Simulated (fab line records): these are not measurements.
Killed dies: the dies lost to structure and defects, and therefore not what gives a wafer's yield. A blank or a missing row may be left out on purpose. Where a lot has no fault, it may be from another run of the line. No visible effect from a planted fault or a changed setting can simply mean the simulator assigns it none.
Split-lot study ; flow n5_finfet ; route with 1938 steps; 7 lots, 39 wafers read

## THE SPLIT ITSELF
At N5_BEOL_M7_PECVD_70 (deposits SiO2 from TEOS/O2, target thk 20 nm, time 22.7 s), the setting time_s was moved away from the recipe's 22.7 s on 15 of the 39 wafers read, by -40.8% to +58.0%. This setting was run at the recipe's value on the other wafers.

The split's own step is where the reading is taken.

## THE READING
SiO2_of_BEOL_M7_PECVD_70.thk_nm (the simulator's own value, which no gauge read), in nm, at N5_BEOL_M7_PECVD_70 (deposits SiO2 from TEOS/O2, target thk 20 nm, time 22.7 s). The file gives no usual value for it. The 24 wafers here that ran the recipe average 20.2 nm, standard deviation 0.34 nm.

wafer;tool, chamber at the split;time_s as run, s;against the recipe;SiO2_of_BEOL_M7_PECVD_70.thk_nm, nm;against lot-mates on the recipe
L084.1;pecvd-04, 1,0;27.52;+21.2%;24.2;+3.7
L084.2;pecvd-04, 1,0;27.52;+21.2%;24.2;+3.7
L084.3;pecvd-04, 0;27.52;+21.2%;24.6;+4.1
L084.4;pecvd-04, 1;22.7;recipe;20.6;-
L084.5;pecvd-04, 1,0;22.7;recipe;20.4;-
L084.6;pecvd-04, 1,0;22.7;recipe;20.4;-
L082.1;pecvd-02, 2;22.7;recipe;19.6;-
L082.2;pecvd-02, 1;22.7;recipe;19.8;-
L082.3;pecvd-02, 0;27.42;+20.8%;24;+4.0
L082.4;pecvd-02, 1;22.7;recipe;20.6;-
L082.5;pecvd-02, 2;27.42;+20.8%;23.8;+3.8
L082.6;pecvd-02, 0;27.42;+20.8%;24.2;+4.2
L085.1;pecvd-04, 2;22.7;recipe;20.4;-
L085.2;pecvd-04, 0;15.36;-32.3%;14;-6.6
L085.3;pecvd-04, 1;22.7;recipe;20.8;-
L085.4;pecvd-04, 0;15.36;-32.3%;14.4;-6.2
L085.5;pecvd-04, 2;22.7;recipe;20.6;-
L085.6;pecvd-04, 1;15.36;-32.3%;14.6;-6.0
L089.2;pecvd-02, 0;22.7;recipe;20.4;-
L089.3;pecvd-02, 2;22.7;recipe;19.8;-
L089.6;pecvd-02, 0;22.7;recipe;20.6;-
L092.1;pecvd-02, 0,2;22.7;recipe;19.8;-
L092.4;pecvd-02, 0,2;22.7;recipe;19.8;-
L092.2;pecvd-02, 1,1,0;22.7;recipe;20.2;-
L092.5;pecvd-02, 1,1,0;22.7;recipe;20.2;-
L092.6;pecvd-02, 1,1,0;22.7;recipe;20.2;-
L092.3;pecvd-02, 2;22.7;recipe;19.6;-
L094.1;pecvd-01, 1;13.43;-40.8%;11.6;-8.4
L094.2;pecvd-01, 0;22.7;recipe;19.8;-
L094.3;pecvd-01, 2;13.43;-40.8%;12;-8.0
L094.4;pecvd-01, 2;22.7;recipe;20.2;-
L094.5;pecvd-01, 1;22.7;recipe;20;-
L094.6;pecvd-01, 0;13.43;-40.8%;11.8;-8.2
L096.1;pecvd-01, 2;35.86;+58.0%;30.8;+10.7
L096.2;pecvd-01, 1;35.86;+58.0%;31;+10.9
L096.3;pecvd-01, 0;22.7;recipe;19.8;-
L096.4;pecvd-01, 0,2;22.7;recipe;20.2;-
L096.6;pecvd-01, 0,2;22.7;recipe;20.2;-
L096.5;pecvd-01, 1;35.86;+58.0%;31.4;+11.3
Where a row lists several chambers, the file gives one row for several wafers and doesn't say which wafer went through which chamber.

FIT RESULTS
A straight line over all 39 wafers: SiO2_of_BEOL_M7_PECVD_70.thk_nm changes by +0.191 nm for each +1% of time_s; r = +1.00; the points scatter about the line by 0.37 nm.
The same after taking each lot's own level away (the mean of its wafers on the recipe; 39 wafers): +0.193 nm for each +1%; r = +1.00; scatter 0.27 nm.
The reading moves by 11 nm for the largest change in time_s, on that fit.
The span of the lots' own levels, 19.97 to 20.60 nm, comes to 1.8 times the standard deviation stated above.
The two slopes are in agreement: the lot-to-lot level therefore moves the slope only a little.
Check: with one of the wafers moved furthest among these (+58.0%) left out of the fit, the line predicts +11.2 nm for it against its lot-mates. Against them it came out at +10.7 nm.

## THE OTHER SPLITS THESE WAFERS WENT THROUGH
Other splits were also applied to these wafers ahead of the reading. Each is held against what the fit with the lots' levels taken away leaves over:
other split on the same wafers;wafers away from the commonest value;r with SiO2_of_BEOL_M7_PECVD_70.thk_nm (lot level and that fit taken away)
N5_ZERO_LAYER_ETCH_18 target_depth_a;12;+0.14
N5_FIN_CUT_CUT_ETCH_15 target_depth_a;15;-0.27
N5_ILD0_PRECLEAN_10 time_s;12;+0.03
N5_MOL_CONTACT_COAG_CVD_140 target_thk_a;15;+0.04

## FILE'S OWN FIT
SiO2_of_BEOL_M7_PECVD_70.thk_nm changes by +0.193 nm for each +1% of time_s, r = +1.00.
